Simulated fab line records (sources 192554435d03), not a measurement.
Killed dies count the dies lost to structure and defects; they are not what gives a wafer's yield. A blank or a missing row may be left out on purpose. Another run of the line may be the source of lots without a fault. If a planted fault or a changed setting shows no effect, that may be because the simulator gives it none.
Matching of chambers	flow n5-finfet	4 sister chambers for N5_BEOL_M13_TRENCH_ETCH_34 on rie-diel-05
The step etches SiOC in C4F8/O2/Ar, target depth 413.47 nm, time 162.6 s. 4 wafers are shown with their chamber, then 8 later ones without.

WAFERS PAIRED WITH THEIR CHAMBERS
wafer	chamber	throttle-valve-pct (%)
L082.5	3	23.87
L088.1	1	24.45
L088.4	0	24.24
L089.1	2	24.21

WAFERS WITH NO CHAMBER GIVEN
wafer	throttle-valve-pct (%)
L089.3	24.48
L089.5	24.24
L094.1	24.44
L094.2	24.25
L094.5	24.27
L095.1	23.88
L095.5	24.47
L095.6	24.21

CHAMBER TAKEN BY EACH
wafer	from the rows above	in truth
L089.3	1	1
L089.5	can't be placed: 0 or 2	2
L094.1	1	1
L094.2	can't be placed: 0 or 2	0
L094.5	can't be placed: 0 or 2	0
L095.1	3	3
L095.5	1	1
L095.6	can't be placed: 2 or 0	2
4 of 8 placed correctly. These rows do not allow placing 4 (true chamber among the candidates in 4). 0 placed wrongly.
How it was worked out, from the rows above alone: a wafer's distance from a chamber is the root of the sum, over the readings, of the square of ((its reading less the chamber's mean) divided by the reading's scatter). The wafer belongs to the nearest chamber; if the next one is less than 2 further off, it can't be placed. For every chamber, the mean is computed from those of its wafers that are shown. The scatter (one wafer shown for each chamber): square how far every hidden wafer sits from the nearest shown wafer, average those squares and take the square root.
